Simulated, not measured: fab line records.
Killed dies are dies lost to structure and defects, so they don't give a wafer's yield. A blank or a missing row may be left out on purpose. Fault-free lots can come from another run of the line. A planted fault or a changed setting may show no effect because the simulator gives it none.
Matching of chambers | flow n5-finfet | N5_BEOL_M5_ETCH_62 on rie-diel-06: 4 sister chambers
The step etches SOC in N2/H2, target depth 75 nm, overetch 15 nm, time 112.5 s. 4 wafers are shown with their chamber, then 8 later ones without.

WAFERS WITH THEIR CHAMBER
wafer  | chamber | drypump-motor-current-A (A)
L079.4 | 3       | 5.2
L087.5 | 0       | 5.9
L087.6 | 1       | 5.4
L092.1 | 2       | 6.2

WAFERS MISSING THEIR CHAMBER
wafer  | drypump-motor-current-A (A)
L092.4 | 5.4
L092.6 | 6.2
L095.1 | 5.9
L095.5 | 5.2
L095.6 | 6.2
L096.1 | 5.5
L096.2 | 5.9
L096.4 | 5.2

WHICH CHAMBER EACH WENT THROUGH
wafer  | from the rows above | in truth
L092.4 | 1                   | 1
L092.6 | 2                   | 2
L095.1 | 0                   | 0
L095.5 | 3                   | 3
L095.6 | 2                   | 2
L096.1 | 1                   | 1
L096.2 | 0                   | 0
L096.4 | 3                   | 3
Placed correctly: 8 of 8. Not placeable from these rows: 0. Placed wrongly: 0.
How it was worked out, from the rows above alone: a wafer's distance from a chamber is the root of the sum, over the readings, of the square of ((its reading less the chamber's mean) divided by the reading's scatter). If the next closest chamber is less than 2 further off than the closest, the wafer can't be placed; otherwise it belongs to the closest. Each chamber's mean is taken over the wafers shown for it. The scatter: with one shown wafer a chamber, the root of the mean of the squares of how far each hidden wafer lies from its nearest shown one.
